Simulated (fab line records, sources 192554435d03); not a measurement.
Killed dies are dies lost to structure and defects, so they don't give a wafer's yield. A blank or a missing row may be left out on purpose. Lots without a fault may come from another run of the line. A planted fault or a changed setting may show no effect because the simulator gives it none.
fab line records | flow n5_finfet
record lots=24 wafers=72 last_day=19
route steps=1938 shown BEOL_M9@1402 BEOL_M10@1488
lots that met no fault: from a run of the same line without faults
start_h: hours from the record's first day to the start of the lot's first wafer shown | wait_h: hours since the lot's step before | " the same as in the row above | L1.1+2: a row that stands for several wafers | - no value, or no start given | * or withheld: withheld | < > ~ a bound
route shown NAME@n: a module of which the file shows steps, and the number in the route of the first | usual: mean/standard deviation of fault-free wafers | same: alike in all rows | chamber/n: place in a boat | sites: the reading at each site | _std_site: their standard deviation | _edge_site: outer sites' mean less inner sites' | radius_mm: how far each site lies from the wafer's centre | mask NAME#n: copy n | behind: the tool/chamber that last shaped the wafer | hold: why the lot was held/for how many hours/how that ended | device: the transistor (n, p or np) that didn't switch | end of line: the same wafers' tests at the end of the route | a step without rows: its recipe alone | killed: dies lost to structure and defects at the first sort, not the wafer's yield | map: a wafer's dies, x killed, . not, _ none there
set.NAME: the setting as run; set.NAME@STEP: as run at that earlier step | model.NAME: the simulator's own value behind a step, which no gauge read
steps of the route over a sample of lots; a table a step, a row a wafer
services: from which hour (start_h, from the record's first day; less than 0 if before it) a tool's chamber was out of use, for how many hours, and why
## steps
# step N5_BEOL_M9_CURE_71
# recipe temp_c=385 time_s=240 ambient=He/Ar material=SiCOH_lowk
# usual lamp_power_pct=52.31/0.058 wafer_temp_C_max=386.8/0.8
# columns lot.wafer tool chamber start_h wait_h lamp_power_pct wafer_temp_C_max
L074.2 uv_cure-02 0 200.13 0.1 52.28 386.3
L074.3 " 0 " " 52.24 386.1
L074.4 " 0 " " 52.35 386.9
L076.2 uv_cure-02 2 210.97 0.1 52.34 386.4
L076.3 " 2 " " 52.29 386.7
L076.5 " 2 " " 52.31 386.2
L075.4 uv_cure-01 2 218.83 0.5 52.35 386.6
L075.5 " 2 " " 52.32 387.3
L075.6 " 2 " " 52.41 386.5
L077.4 uv_cure-03 0 230.03 0.3 52.35 386.4
L077.5 " 0 " " 52.25 386.3
L077.6 " 0 " " 52.34 386.2
L078.1 uv_cure-02 2 241.05 0.0 52.36 386.5
L078.3 " 2 " " 52.34 386.6
L078.4 " 2 " " 52.40 386.4
L079.2 uv_cure-02 2 250.40 0.1 52.26 386.7
L079.5 " 2 " " 52.25 385.9
L079.6 " 2 " " 52.36 386.2
L080.2 uv_cure-01 1 258.05 0.1 52.28 387.6
L080.3 " 1 " " 52.37 387.6
L080.6 " 1 " " 52.28 387.9
L083.2 uv_cure-03 0 265.67 0.1 52.35 386.6
L083.3 " 0 " " 52.19 386.2
L083.6 " 0 " " 52.23 386.8
L081.3 uv_cure-02 1 275.40 0.2 52.31 387.5
L081.5 " 1 " " 52.36 387.7
L081.6 " 1 " " 52.36 388.0
L082.2 uv_cure-01 1 275.88 0.1 52.25 387.7
L082.4 " 1 " " 52.29 388.0
L082.5 " 1 " " 52.37 388.2
L084.2 uv_cure-01 1 285.34 0.1 52.31 388.9
L084.3 " 1 " " 52.31 387.4
L084.4 " 1 " " 52.30 388.1
L085.1 uv_cure-03 1 292.62 0.0 52.20 387.4
L085.2 " 1 " " 52.26 386.4
L085.3 " 1 " " 52.30 387.4
L089.3 uv_cure-01 0 300.60 0.2 52.39 386.4
L089.4 " 0 " " 52.44 386.7
L089.5 " 0 " " 52.33 387.1
L086.4 uv_cure-03 1 301.73 0.3 52.41 387.4
L086.5 " 1 " " 52.31 387.5
L086.6 " 1 " " 52.32 387.2
L087.2 uv_cure-01 1 308.93 0.1 52.33 389.0
L087.4 " 1 " " 52.32 388.4
L087.5 " 1 " " 52.27 388.4
L088.2 uv_cure-02 2 310.74 0.1 52.39 386.8
L088.3 " 2 " " 52.29 386.1
L088.5 " 2 " " 52.21 386.7
L090.2 uv_cure-03 2 315.98 0.1 52.26 386.2
L090.3 " 2 " " 52.30 386.1
L090.4 " 2 " " 52.27 385.9
L092.2 uv_cure-03 2 319.83 0.1 52.33 386.5
L092.5 " 2 " " 52.32 386.3
L092.6 " 2 " " 52.33 385.9
L093.1 uv_cure-03 2 321.53 0.0 52.32 386.1
L093.3 " 2 " " 52.35 386.4
L093.6 " 2 " " 52.21 386.1
L091.1 uv_cure-01 0 326.91 0.0 52.21 386.1
L091.3 " 0 " " 52.31 386.4
L091.6 " 0 " " 52.42 386.6
L094.1 uv_cure-01 2 344.59 0.0 52.27 386.6
L094.2 " 2 " " 52.50 386.7
L094.3 " 2 " " 52.33 386.7
L095.2 uv_cure-03 2 344.75 0.1 52.28 386.3
L095.3 " 2 " " 52.24 386.1
L095.6 " 2 " " 52.35 386.2
L097.1 uv_cure-03 2 356.47 0.0 52.25 385.8
L097.3 " 2 " " 52.22 386.5
L097.6 " 2 " " 52.37 386.1
L096.4 uv_cure-02 1 374.58 0.3 52.27 387.3
L096.5 " 1 " " 52.34 387.0
L096.6 " 1 " " 52.40 388.3
# step N5_BEOL_M9_HM_DEP_02
# recipe material=TiN target_thk_a=200 temp_c=25 chamber_pressure_pa=0.49996
# usual throttle_valve_pct=30.3/1.2
# columns lot.wafer tool chamber start_h wait_h throttle_valve_pct
L074.2 pvd_sputter-01 - 201.05 0.4 30.4
L074.3 " - " " 31.4
L074.4 " - " " 28.4
L076.2 pvd_sputter-03 - 212.15 0.7 32.6
L076.3 " - " " 29.5
L076.5 " - " " 29.1
L075.4 pvd_sputter-02 - 221.83 2.4 31.6
L075.5 " - " " 31.3
L075.6 " - " " 30.5
L077.4 pvd_sputter-02 - 232.24 1.9 31.6
L077.5 " - " " 31.7
L077.6 " - " " 31.4
L078.1 pvd_sputter-03 - 242.25 0.6 32.5
L078.3 " - " " 28.6
L078.4 " - " " 29.9
L079.2 pvd_sputter-02 - 252.78 1.9 31.4
L079.5 " - " " 30.1
L079.6 " - " " 31.2
L080.2 pvd_sputter-02 - 260.78 2.2 31.7
L080.3 " - " " 29.2
L080.6 " - " " 29.3
L083.2 pvd_sputter-03 - 267.52 1.4 29.5
L083.3 " - " " 32.5
L083.6 " - " " 28.6
L081.3 pvd_sputter-01 - 276.79 1.0 30.6
L081.5 " - " " 28.4
L081.6 " - " " 31.1
L082.2 pvd_sputter-03 - 277.02 0.6 32.5
L082.4 " - " " 29.9
L082.5 " - " " 29.8
L084.2 pvd_sputter-03 - 286.27 0.4 29.2
L084.3 " - " " 29.5
L084.4 " - " " 30.1
L085.1 pvd_sputter-02 - 293.57 0.4 30.2
L085.2 " - " " 29.5
L085.3 " - " " 31.2
L089.3 pvd_sputter-02 - 303.00 1.7 30.3
L089.4 " - " " 29.4
L089.5 " - " " 29.6
L086.4 pvd_sputter-03 - 303.36 1.3 28.6
L086.5 " - " " 29.5
L086.6 " - " " 30.1
L087.2 pvd_sputter-03 - 310.39 1.0 28.8
L087.4 " - " " 32.7
L087.5 " - " " 29.9
L088.2 pvd_sputter-01 - 311.50 0.3 31.5
L088.3 " - " " 28.4
L088.5 " - " " 28.4
L090.2 pvd_sputter-03 - 317.10 0.6 29.6
L090.3 " - " " 29.0
L090.4 " - " " 32.5
L092.2 pvd_sputter-01 - 321.88 1.6 28.4
L092.5 " - " " 31.2
L092.6 " - " " 30.3
L093.1 pvd_sputter-02 - 322.95 0.4 31.6
L093.3 " - " " 29.5
L093.6 " - " " 31.1
L091.1 pvd_sputter-01 - 328.10 0.6 30.6
L091.3 " - " " 28.4
L091.6 " - " " 31.4
L094.1 pvd_sputter-03 - 346.62 1.5 29.8
L094.2 " - " " 32.3
L094.3 " - " " 28.7
L095.2 pvd_sputter-01 - 346.67 1.4 30.3
L095.3 " - " " 28.5
L095.6 " - " " 30.5
L097.1 pvd_sputter-01 - 359.39 2.4 31.3
L097.3 " - " " 28.3
L097.6 " - " " 30.1
L096.4 pvd_sputter-03 - 376.94 2.0 32.7
L096.5 " - " " 29.9
L096.6 " - " " 29.4
# step N5_BEOL_M9_STRIP_19
# recipe chemistry=O2 power_w=400 temp_c=40 pressure_mtorr=30 rf_frequency_hz=6e+07 bias_power_w=0 overash_fraction=0.2 o2_flow_sccm=225
# usual drypump_motor_current_A=5.5/0.38 oes_product_au=0.79/0.087 rf_vpp_V=3.7/0.66 showerhead_plenum_p_Torr=2.10/0.053 throttle_valve_pct=16.66/0.21
# columns lot.wafer tool chamber start_h wait_h drypump_motor_current_A oes_product_au rf_hours_counter_h rf_vpp_V showerhead_plenum_p_Torr throttle_valve_pct
L074.2 rie_diel-05 2 202.38 0.1 5.8 0.81 108 3.4 2.10 16.91
L074.3 " 0 " " 4.9 0.69 226 3.5 2.07 16.97
L074.4 " 3 " " 5.4 0.77 133 2.2 2.10 16.44
L076.2 rie_diel-06 0 213.12 0.1 5.4 0.72 214 2.8 2.08 16.94
L076.3 " 1 " " 5.7 0.94 11 3.8 2.23 16.43
L076.5 " 2 " " 5.8 0.78 - 4.0 2.11 16.75
L075.4 rie_diel-06 3 222.95 0.1 5.2 0.97 8 3.7 2.06 16.57
L075.5 " 0 " " 5.4 0.71 - 2.3 2.08 16.93
L075.6 " 1 " " 5.7 0.94 - 3.3 2.23 16.44
L077.4 rie_diel-03 2 233.31 0.1 5.8 0.70 200 5.8 2.16 16.49
L077.5 " 0 " " 6.2 0.90 - 4.5 2.06 16.38
L077.6 " 1 " " 5.1 0.80 - 3.3 2.11 16.49
L078.1 rie_diel-05 1 243.46 0.1 4.9 0.85 76 3.8 2.04 16.47
L078.3 " 2 " " 5.8 0.80 118 3.5 2.10 16.94
L078.4 " 3 " " 5.4 0.75 143 3.7 2.10 16.46
L079.2 rie_diel-05 1 253.75 0.2 4.9 0.84 78 2.8 2.04 16.45
L079.5 " 0 " " 4.9 0.68 - 4.5 2.07 17.00
L079.6 " 1 " " 4.9 0.85 - 3.3 2.04 16.46
L080.2 rie_diel-06 1 261.76 0.1 5.7 0.91 25 4.4 2.23 16.47
L080.3 " 2 " " 5.8 0.77 130 2.8 2.11 16.80
L080.6 " 0 " " 5.4 0.71 - 3.2 2.07 16.95
L083.2 rie_diel-03 1 268.49 0.1 5.1 0.80 107 2.7 2.11 16.50
L083.3 " 2 " " 5.8 0.69 209 2.6 2.16 16.48
L083.6 " 2 " " 5.8 0.68 - 3.3 2.16 16.51
L081.3 rie_diel-05 2 277.97 0.1 5.8 0.78 127 3.5 2.09 16.93
L081.5 " 3 " " 5.4 0.73 - 3.9 2.09 16.48
L081.6 " 2 " " 5.9 0.79 - 4.2 2.09 16.94
L082.2 rie_diel-06 1 278.00 0.1 5.8 0.90 30 3.6 2.23 16.45
L082.4 " 0 " " 5.4 0.71 231 4.0 2.07 16.96
L082.5 " 0 " " 5.4 0.71 - 3.2 2.07 16.95
L084.2 rie_diel-06 2 287.32 0.1 5.8 0.74 136 4.0 2.11 16.81
L084.3 " 0 " " 5.4 0.70 233 3.1 2.07 16.97
L084.4 " 1 " " 5.7 0.89 32 3.4 2.23 16.47
L085.1 rie_diel-06 3 294.63 0.2 5.1 0.92 28 3.4 2.05 16.63
L085.2 " 1 " " 5.7 0.90 35 3.3 2.22 16.47
L085.3 " 2 " " 5.8 0.76 139 3.4 2.11 16.82
L089.3 rie_diel-03 0 304.08 0.1 6.3 0.86 42 3.0 2.05 16.40
L089.4 " 1 " " 5.1 0.79 116 4.0 2.11 16.50
L089.5 " 2 " " 5.7 0.69 - 3.2 2.15 16.49
L086.4 rie_diel-06 2 304.33 0.1 5.8 0.75 143 4.1 2.10 16.82
L086.5 " 2 " " 5.8 0.75 - 3.4 2.10 16.81
L086.6 " 1 " " 5.7 0.88 - 3.9 2.22 16.48
L087.2 rie_diel-03 0 311.41 0.1 6.3 0.85 44 4.5 2.05 16.41
L087.4 " 1 " " 5.1 0.78 118 4.1 2.11 16.52
L087.5 " 1 " " 5.1 0.78 - 4.4 2.11 16.50
L088.2 rie_diel-06 0 312.57 0.1 5.4 0.70 242 4.6 2.07 16.99
L088.3 " 2 " " 5.8 0.75 146 4.2 2.10 16.82
L088.5 " 3 " " 5.2 0.91 - 4.0 2.05 16.64
L090.2 rie_diel-05 3 317.94 0.1 5.4 0.72 164 2.9 2.09 16.48
L090.3 " 2 " " 5.8 0.78 139 3.8 2.09 16.97
L090.4 " 1 " " 4.9 0.82 - 4.1 2.03 16.48
L092.2 rie_diel-06 2 322.72 0.1 5.8 0.75 149 3.8 2.10 16.85
L092.5 " 0 " " 5.4 0.70 - 3.9 2.07 16.99
L092.6 " 1 " " 5.7 0.88 - 3.5 2.22 16.50
L093.1 rie_diel-05 2 323.91 0.1 5.9 0.77 142 3.8 2.09 16.97
L093.3 " 1 " " 4.9 0.83 101 4.0 2.03 16.49
L093.6 " 1 " " 4.9 0.82 - 3.9 2.03 16.49
L091.1 rie_diel-03 3 329.12 0.1 5.4 0.72 187 3.3 2.07 16.96
L091.3 " 0 " " 6.2 0.84 49 3.0 2.05 16.40
L091.6 " 0 " " 6.2 0.86 - 2.9 2.05 16.42
L094.1 rie_diel-05 1 347.59 0.1 4.9 0.82 109 4.0 2.03 16.52
L094.2 " 0 " " 4.9 0.98 3 4.9 2.06 16.56
L094.3 " 3 " " 5.4 0.72 176 3.6 2.09 16.51
L095.2 rie_diel-03 1 347.84 0.1 5.1 0.77 130 4.3 2.10 16.54
L095.3 " 2 " " 5.7 0.66 233 3.7 2.15 16.53
L095.6 " 2 " " 5.8 0.67 - 3.7 2.15 16.54
L097.1 rie_diel-05 1 360.51 0.1 4.9 0.81 113 3.0 2.03 16.52
L097.3 " 0 " " 4.9 0.95 7 3.4 2.06 16.57
L097.6 " 3 " " 5.4 0.71 - 4.9 2.09 16.52
L096.4 rie_diel-06 1 378.14 0.1 5.7 0.84 64 2.2 2.21 16.54
L096.5 " 3 " " 5.1 0.87 - 3.9 2.04 16.67
L096.6 " 2 " " 5.8 0.74 - 3.2 2.10 16.87
# step N5_BEOL_M9_OVL_MEAS_29
# recipe points_per_wafer=522
# usual V8_OVL=-0.1/0.72
# columns lot.wafer tool chamber start_h wait_h V8_OVL[nm]
L074.2 overlay-02 0 202.92 0.0 -0.7
L074.3 " 0 " " -0.1
L074.4 " 0 " " 0.8
L076.2 overlay-02 0 214.23 0.0 -0.6
L076.3 " 0 " " 0.2
L076.5 " 0 " " 0.8
L075.4 overlay-01 0 227.28 0.0 0.9
L075.5 " 0 " " -0.3
L075.6 " 0 " " 0.1
L077.4 overlay-01 0 233.74 0.0 -1.5
L077.5 " 0 " " 0.6
L077.6 " 0 " " -0.9
L078.1 overlay-01 0 247.09 0.0 0.2
L078.3 " 0 " " -0.4
L078.4 " 0 " " 0.4
L079.2 overlay-01 0 254.16 0.0 0.7
L079.5 " 0 " " -0.1
L079.6 " 0 " " -0.1
L080.2 overlay-01 0 263.46 0.0 -0.2
L080.3 " 0 " " 0.3
L080.6 " 0 " " -0.2
L083.2 overlay-01 0 271.05 0.0 0.2
L083.3 " 0 " " 0.4
L083.6 " 0 " " 0.9
L082.2 overlay-02 0 279.37 0.0 -1.0
L082.4 " 0 " " 0.1
L082.5 " 0 " " -1.0
L081.3 overlay-02 0 279.54 0.0 -0.1
L081.5 " 0 " " -1.4
L081.6 " 0 " " -1.7
L084.2 overlay-02 0 288.03 0.0 1.0
L084.3 " 0 " " -1.2
L084.4 " 0 " " 0.6
L085.1 overlay-01 0 296.37 0.0 -0.5
L085.2 " 0 " " -0.5
L085.3 " 0 " " -1.2
L089.3 overlay-02 0 305.28 0.0 0.8
L089.4 " 0 " " -0.3
L089.5 " 0 " " 1.6
L086.4 overlay-01 0 305.33 0.0 0.0
L086.5 " 0 " " -0.5
L086.6 " 0 " " 0.4
L087.2 overlay-01 0 311.89 0.0 -0.8
L087.4 " 0 " " 1.0
L087.5 " 0 " " 0.4
L088.2 overlay-02 0 313.16 0.0 -0.1
L088.3 " 0 " " -0.4
L088.5 " 0 " " -0.2
L090.2 overlay-01 0 318.87 0.0 0.1
L090.3 " 0 " " 0.2
L090.4 " 0 " " 1.3
L092.2 overlay-02 0 323.28 0.0 0.6
L092.5 " 0 " " -1.0
L092.6 " 0 " " 0.3
L093.1 overlay-02 0 324.36 0.0 0.5
L093.3 " 0 " " 0.5
L093.6 " 0 " " -0.5
L091.1 overlay-02 0 332.03 0.0 -1.2
L091.3 " 0 " " -1.1
L091.6 " 0 " " -2.2
L094.1 overlay-01 0 349.40 0.0 -0.4
L094.2 " 0 " " 0.1
L094.3 " 0 " " 0.0
L095.2 overlay-02 0 349.57 0.0 -0.8
L095.3 " 0 " " 0.4
L095.6 " 0 " " -0.8
L097.1 overlay-02 0 362.51 0.0 0.1
L097.3 " 0 " " 0.6
L097.6 " 0 " " -0.1
L096.4 overlay-01 0 379.45 0.0 1.2
L096.5 " 0 " " -1.3
L096.6 " 0 " " 0.9
# step N5_BEOL_M9_SPUTTER_48
# recipe material=Cu target_thk_a=120 temp_c=-20 bias_v=60 power_w=26000 chamber_pressure_pa=0.13 time_s=2
# usual bias_v=60.0/0.59 cathode_dc_power_W=26000/4.1 chuck_sensor_temp_C=-16.0/0.44 throttle_valve_pct=30.3/1.2
# columns lot.wafer tool chamber start_h wait_h bias_v cathode_dc_power_W chuck_sensor_temp_C throttle_valve_pct
L074.2 pvd_sputter-01 - 205.17 0.1 60.0 25999 -16.6 30.6
L074.3 " - " " 59.8 26006 -15.6 30.4
L074.4 " - " " 60.1 26001 -15.8 28.0
L076.2 pvd_sputter-03 - 216.37 0.2 60.4 25995 -16.3 29.7
L076.3 " - " " 59.5 25995 -15.1 28.9
L076.5 " - " " 59.6 25997 -15.8 30.0
L075.4 pvd_sputter-03 - 229.47 0.0 60.1 26008 -15.0 28.9
L075.5 " - " " 59.7 25991 -16.4 32.6
L075.6 " - " " 59.8 25997 -16.4 29.5
L077.4 pvd_sputter-02 - 238.65 0.1 60.1 26004 -15.4 31.7
L077.5 " - " " 60.1 26005 -16.1 29.3
L077.6 " - " " 59.3 26001 -15.9 30.3
L078.1 pvd_sputter-01 - 249.33 0.1 59.9 26003 -15.8 28.5
L078.3 " - " " 59.5 25996 -15.5 30.6
L078.4 " - " " 60.2 26000 -16.6 30.5
L079.2 pvd_sputter-02 - 257.10 0.1 59.4 25992 -15.9 30.2
L079.5 " - " " 59.9 25999 -16.4 31.5
L079.6 " - " " 59.4 26001 -15.5 31.5
L080.2 pvd_sputter-02 - 266.82 1.6 60.4 25996 -16.0 29.2
L080.3 " - " " 60.0 26001 -15.4 31.7
L080.6 " - " " 59.7 25998 -15.9 30.3
L083.2 pvd_sputter-02 - 273.34 0.1 60.3 26000 -15.6 31.5
L083.3 " - " " 59.9 25999 -15.7 30.3
L083.6 " - " " 60.2 26003 -16.4 31.3
L082.2 pvd_sputter-02 - 281.65 0.2 59.7 25996 -16.1 29.4
L082.4 " - " " 60.0 26005 -15.6 30.2
L082.5 " - " " 59.3 26008 -15.9 29.4
L081.3 pvd_sputter-01 - 281.87 0.1 60.6 26005 -16.6 30.3
L081.5 " - " " 59.7 26001 -15.5 30.6
L081.6 " - " " 61.2 25998 -16.5 31.4
L084.2 pvd_sputter-01 - 291.61 0.3 60.6 26002 -16.5 30.4
L084.3 " - " " 60.5 26000 -16.6 31.4
L084.4 " - " " 60.1 25995 -15.9 28.1
L085.1 pvd_sputter-01 - 298.53 0.1 59.3 26001 -16.5 31.3
L085.2 " - " " 61.3 25996 -15.6 30.4
L085.3 " - " " 60.5 26001 -16.0 28.1
L089.3 pvd_sputter-02 - 307.22 0.1 60.0 26004 -15.5 31.5
L089.4 " - " " 59.9 26008 -16.4 31.3
L089.5 " - " " 58.8 26000 -15.9 30.2
L086.4 pvd_sputter-02 - 307.64 0.0 60.7 26003 -15.9 30.4
L086.5 " - " " 60.0 25996 -16.5 31.1
L086.6 " - " " 60.6 26008 -15.8 30.3
L087.2 pvd_sputter-01 - 314.38 0.1 60.5 25999 -16.5 30.3
L087.4 " - " " 59.0 25994 -15.9 28.2
L087.5 " - " " 60.4 26000 -16.5 30.3
L088.2 pvd_sputter-03 - 316.02 0.7 59.6 26011 -16.4 32.7
L088.3 " - " " 58.5 25998 -15.8 29.7
L088.5 " - " " 58.9 26005 -16.4 29.2
L090.2 pvd_sputter-01 - 321.38 0.2 60.7 26001 -16.5 31.4
L090.3 " - " " 59.2 26000 -16.5 30.3
L090.4 " - " " 62.1 25999 -15.7 30.4
L092.2 pvd_sputter-03 - 325.93 0.1 60.6 26006 -15.3 28.6
L092.5 " - " " 59.3 26001 -15.1 29.0
L092.6 " - " " 59.2 26002 -15.8 30.0
L093.1 pvd_sputter-01 - 326.74 0.4 59.9 26000 -16.4 30.4
L093.3 " - " " 60.7 26002 -15.8 28.4
L093.6 " - " " 60.4 26000 -15.8 28.2
L091.1 pvd_sputter-03 - 333.94 0.2 61.3 25996 -16.3 32.6
L091.3 " - " " 60.1 26007 -15.7 29.8
L091.6 " - " " 61.1 25996 -15.8 29.7
L094.1 pvd_sputter-03 - 351.34 0.2 61.3 26002 -15.9 30.0
L094.2 " - " " 59.7 26004 -15.0 28.5
L094.3 " - " " 60.4 25999 -16.4 32.4
L095.2 pvd_sputter-03 - 352.38 0.2 60.0 25995 -16.2 32.6
L095.3 " - " " 60.7 25998 -16.2 29.7
L095.6 " - " " 60.5 26002 -16.0 29.7
L097.1 pvd_sputter-01 - 364.74 0.2 61.0 25997 -15.5 30.4
L097.3 " - " " 60.8 26004 -16.6 30.3
L097.6 " - " " 60.0 25995 -16.6 31.2
L096.4 pvd_sputter-02 - 381.67 0.0 59.7 25996 -15.6 31.5
L096.5 " - " " 59.6 25996 -16.0 30.3
L096.6 " - " " 59.5 26003 -16.4 31.1
# step N5_BEOL_M10_ETCH_62
# recipe chemistry=N2/H2 target=SOC target_depth_a=1100 overetch_a=220 mask_material=SiARC temp_c=40 time_s=165 ion_energy_ev=200 pressure_mtorr=30 source_w=840 bias_w=150 n2_flow_sccm=200 h2_flow_sccm=200
# usual drypump_motor_current_A=5.5/0.39 h2_flow_sccm=200.0/0.55 oes_product_au=0.68/0.066 rf_vpp_V=524.7/1.9 showerhead_plenum_p_Torr=2.57/0.065 throttle_valve_pct=17.82/0.18
# columns lot.wafer tool chamber start_h wait_h drypump_motor_current_A h2_flow_sccm oes_product_au rf_hours_counter_h rf_vpp_V showerhead_plenum_p_Torr throttle_valve_pct
L074.2 rie_diel-04 2 208.16 0.0 5.4 199.5 0.71 76 525.5 2.58 17.85
L074.3 " 0 " " 5.7 198.7 0.60 231 522.3 2.50 17.89
L074.4 " 2 " " 5.4 199.5 0.71 - 524.9 2.58 17.87
L076.2 rie_diel-04 2 219.58 0.1 5.4 200.1 0.71 81 525.2 2.58 17.85
L076.3 " 2 " " 5.4 199.8 0.70 - 523.6 2.58 17.86
L076.5 " 3 " " 5.6 200.4 0.71 - 525.9 2.57 17.77
L075.4 rie_diel-02 1 234.33 0.0 4.7 199.4 0.68 111 524.2 2.56 18.02
L075.5 " 1 " " 4.7 199.8 0.69 - 522.9 2.56 18.02
L075.6 " 0 " " 5.7 199.9 0.58 - 523.8 2.62 18.34
L077.4 rie_diel-04 2 242.76 0.0 5.4 199.7 0.71 88 524.8 2.57 17.88
L077.5 " 3 " " 5.6 199.6 0.70 - 524.5 2.57 17.77
L077.6 " 2 " " 5.4 199.6 0.69 - 524.4 2.57 17.88
L078.1 rie_diel-01 2 254.71 0.0 6.1 200.1 0.72 72 527.1 2.68 17.56
L078.3 " 3 " " 5.7 200.0 0.72 62 520.6 2.47 17.62
L078.4 " 0 " " 5.3 201.0 0.71 79 528.9 2.68 17.62
L079.2 rie_diel-01 1 261.55 0.0 5.9 199.7 0.57 244 525.3 2.61 17.97
L079.5 " 2 " " 6.1 200.5 0.71 - 526.7 2.68 17.59
L079.6 " 3 " " 5.7 199.9 0.72 - 524.0 2.47 17.65
L080.2 rie_diel-01 3 269.28 0.0 5.7 200.3 0.71 68 522.4 2.47 17.64
L080.3 " 2 " " 6.1 199.8 0.71 77 527.2 2.68 17.58
L080.6 " 0 " " 5.3 199.7 0.72 - 528.5 2.68 17.61
L083.2 rie_diel-01 3 277.03 0.0 5.7 200.1 0.71 70 520.2 2.47 17.65
L083.3 " 1 " " 5.9 199.5 0.56 250 525.4 2.60 17.97
L083.6 " 0 " " 5.3 200.3 0.71 - 529.1 2.67 17.62
L082.2 rie_diel-02 1 285.06 0.0 4.7 200.1 0.66 132 523.6 2.55 18.07
L082.4 " 3 " " 5.1 200.8 0.60 213 525.0 2.62 17.80
L082.5 " 0 " " 5.7 199.2 0.82 - 526.2 2.61 17.96
L081.3 rie_diel-02 3 285.31 0.0 5.1 199.8 0.60 213 526.1 2.62 17.80
L081.5 " 0 " " 5.7 200.2 0.82 - 524.0 2.61 17.96
L081.6 " 3 " " 5.1 200.9 0.60 - 526.2 2.62 17.81
L084.2 rie_diel-01 0 295.08 0.0 5.3 200.9 0.71 94 526.7 2.67 17.64
L084.3 " 3 " " 5.7 200.7 0.71 79 522.3 2.47 17.64
L084.4 " 0 " " 5.3 199.8 0.70 - 526.9 2.67 17.63
L085.1 rie_diel-01 3 303.31 0.0 5.7 199.4 0.70 81 522.2 2.47 17.68
L085.2 " 2 " " 6.1 201.0 0.69 92 527.4 2.67 17.60
L085.3 " 1 " " 5.9 200.6 0.83 2 525.3 2.60 17.54
L089.3 rie_diel-04 1 311.11 0.0 5.4 198.9 0.70 73 521.3 2.47 17.86
L089.4 " 2 " " 5.4 200.0 0.69 112 523.8 2.56 17.93
L089.5 " 2 " " 5.4 200.2 0.68 - 524.4 2.56 17.92
L086.4 rie_diel-04 3 311.36 0.0 5.6 198.9 0.67 97 526.5 2.56 17.81
L086.5 " 3 " " 5.6 199.0 0.68 - 524.7 2.56 17.81
L086.6 " 0 " " 5.7 199.4 0.80 - 523.3 2.49 17.48
L087.2 rie_diel-02 1 317.30 0.0 4.7 200.3 0.65 145 523.1 2.54 18.08
L087.4 " 3 " " 5.1 199.4 0.60 227 525.9 2.61 17.83
L087.5 " 3 " " 5.1 199.2 0.60 - 526.7 2.62 17.84
L088.2 rie_diel-04 1 319.32 0.0 5.4 200.1 0.69 77 520.3 2.47 17.89
L088.3 " 2 " " 5.4 199.6 0.68 116 523.4 2.56 17.93
L088.5 " 2 " " 5.4 199.5 0.68 - 523.9 2.56 17.95
L090.2 rie_diel-02 1 323.77 0.0 4.7 199.5 0.65 147 524.8 2.54 18.08
L090.3 " 3 " " 5.1 200.8 0.60 229 526.2 2.61 17.84
L090.4 " 0 " " 5.7 200.5 0.77 19 524.4 2.61 17.99
L092.2 rie_diel-02 1 328.89 0.0 4.7 199.3 0.65 149 523.3 2.54 18.08
L092.5 " 0 " " 5.7 200.3 0.77 - 525.8 2.61 18.00
L092.6 " 1 " " 4.7 200.2 0.66 - 522.8 2.54 18.08
L093.1 rie_diel-04 0 329.44 0.0 5.7 200.5 0.79 18 523.9 2.49 17.50
L093.3 " 1 " " 5.4 200.0 0.71 81 522.3 2.47 17.88
L093.6 " 1 " " 5.4 201.4 0.70 - 522.0 2.47 17.89
L091.1 rie_diel-01 1 337.24 0.0 5.9 200.4 0.79 14 524.3 2.60 17.56
L091.3 " 0 " " 5.3 199.5 0.69 106 526.8 2.67 17.65
L091.6 " 1 " " 5.9 200.0 0.79 - 525.8 2.60 17.55
L094.1 rie_diel-01 0 356.06 0.0 5.3 200.3 0.69 113 526.8 2.66 17.65
L094.2 " 3 " " 5.7 199.7 0.68 98 520.8 2.46 17.69
L094.3 " 1 " " 5.9 199.8 0.78 20 525.8 2.59 17.57
L095.2 rie_diel-02 3 356.22 0.0 5.1 200.0 0.59 241 525.3 2.61 17.85
L095.3 " 0 " " 5.7 199.7 0.75 32 525.9 2.60 18.02
L095.6 " 1 " " 4.7 200.1 0.64 - 524.6 2.54 18.12
L097.1 rie_diel-02 1 370.95 0.0 4.7 200.2 0.64 166 522.6 2.54 18.13
L097.3 " 3 " " 5.1 200.4 0.58 246 527.5 2.61 17.87
L097.6 " 0 " " 5.6 200.0 0.74 - 524.9 2.60 18.02
L096.4 rie_diel-02 3 385.93 0.0 5.1 200.6 0.59 248 526.1 2.61 17.86
L096.5 " 2 " " 5.5 200.0 0.58 - 522.6 2.49 17.82
L096.6 " 1 " " 4.7 199.7 0.63 - 523.9 2.53 18.14
## services
# columns tool chamber start_h hours kind
uv_cure-01 - 180.26 2.1 pm
rie_diel-01 0 183.85 7.7 repair
uv_cure-02 - 184.76 3.4 pm
uv_cure-03 - 191.65 4.4 repair
rie_diel-02 3 195.74 3.8 repair
rie_diel-04 1 207.48 14.3 repair
rie_diel-04 - 209.64 0.6 repair
uv_cure-02 - 216.12 0.3 repair
rie_diel-02 2 227.15 4.2 repair
rie_diel-06 0 235.18 4.9 repair
rie_diel-01 - 238.63 15.6 pm
rie_diel-02 2 252.28 2.4 repair
rie_diel-01 0 259.64 4.1 repair
rie_diel-02 - 260.12 2.8 pm
uv_cure-03 - 262.03 1.3 repair
rie_diel-05 0 280.12 21.8 repair
rie_diel-01 - 310.45 2.8 pm
uv_cure-03 - 324.96 13.2 repair
rie_diel-06 2 329.05 5.4 repair
rie_diel-01 0 331.37 1.3 repair
rie_diel-01 - 334.23 0.9 repair
uv_cure-03 - 346.23 7.5 pm
rie_diel-05 2 354.62 15.6 repair
rie_diel-02 3 377.10 7.1 repair
## key
fault none
